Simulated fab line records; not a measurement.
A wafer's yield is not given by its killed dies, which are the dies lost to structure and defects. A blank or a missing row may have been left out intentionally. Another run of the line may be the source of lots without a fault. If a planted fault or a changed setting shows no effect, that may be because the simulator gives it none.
Chamber matching | flow n5_finfet | N5_BEOL_M2_STRIP_66 on rie_diel-05: 4 sister chambers
The step strips in CF4. 20 wafers are shown with their chamber, then 10 later ones without.

## WAFERS PAIRED WITH THEIR CHAMBERS
wafer  | chamber | showerhead_plenum_p_Torr (Torr) | drypump_motor_current_A (A) | throttle_valve_pct (%)
L076.2 | 2       | 1.92                            | 5.2                         | 13.19
L076.5 | 1       | 1.83                            | 5.1                         | 13.92
L076.6 | 2       | 1.92                            | 5.2                         | 13.18
L079.3 | 1       | 1.83                            | 5.1                         | 13.94
L079.4 | 2       | 1.91                            | 5.2                         | 13.19
L079.6 | 0       | 1.71                            | 6.4                         | 13.54
L081.2 | 3       | 1.85                            | 5.6                         | 14.02
L081.4 | 1       | 1.82                            | 5.2                         | 13.97
L081.5 | 0       | 1.71                            | 6.5                         | 13.56
L085.3 | 3       | 1.85                            | 5.5                         | 14.03
L085.4 | 1       | 1.82                            | 5.1                         | 13.40
L085.5 | 3       | 1.85                            | 5.6                         | 14.03
L086.3 | 0       | 1.71                            | 6.4                         | 13.61
L086.4 | 3       | 1.84                            | 5.5                         | 14.08
L086.6 | 0       | 1.71                            | 6.5                         | 13.62
L088.1 | 0       | 1.70                            | 6.4                         | 13.61
L088.4 | 2       | 1.91                            | 5.2                         | 13.25
L088.6 | 0       | 1.70                            | 6.4                         | 13.60
L090.3 | 0       | 1.70                            | 6.4                         | 13.60
L090.4 | 0       | 1.70                            | 6.5                         | 13.60

SIGNATURES (means of the wafers above)
reading                  | chamber 0 | chamber 1 | chamber 2 | chamber 3 | scatter within a chamber
showerhead_plenum_p_Torr | 1.7050    | 1.8250    | 1.9150    | 1.8475    | 0.00545
drypump_motor_current_A  | 6.438     | 5.125     | 5.200     | 5.550     | 0.0476
throttle_valve_pct       | 13.5925   | 13.8075   | 13.2025   | 14.0400   | 0.121
Rule: for each reading, subtract the chamber's mean from the wafer's reading, divide by that reading's scatter and square the result; add these up over the readings and take the root, which gives the wafer's distance from the chamber. The wafer belongs to the nearest chamber; if the next one is less than 2 further off, it can't be placed. The scatter: take each reading less its chamber's mean, square it, sum over the shown wafers, divide by the number of wafers less the number of chambers, and take the root.

## WAFERS MISSING THEIR CHAMBER
wafer  | showerhead_plenum_p_Torr (Torr) | drypump_motor_current_A (A) | throttle_valve_pct (%)
L090.6 | 1.91                            | 5.2                         | 13.24
L095.2 | 1.84                            | 5.5                         | 13.48
L095.3 | 1.90                            | 5.2                         | 13.28
L095.4 | 1.82                            | 5.1                         | 13.48
L092.4 | 1.82                            | 5.2                         | 13.49
L092.5 | 1.84                            | 5.5                         | 13.50
L092.6 | 1.70                            | 6.4                         | 13.65
L097.1 | 1.70                            | 6.4                         | 13.65
L097.2 | 1.90                            | 5.2                         | 13.29
L097.3 | 1.84                            | 5.6                         | 13.51

## THE CHAMBER EACH PASSED THROUGH
wafer  | from the rows above | in truth
L090.6 | 2                   | 2
L095.2 | 3                   | 3
L095.3 | 2                   | 2
L095.4 | 1                   | 1
L092.4 | 1                   | 1
L092.5 | 3                   | 3
L092.6 | 0                   | 0
L097.1 | 0                   | 0
L097.2 | 2                   | 2
L097.3 | 3                   | 3
Correct placement for 10 of the 10. Left unplaced by these rows: 0. Placed wrongly: 0.
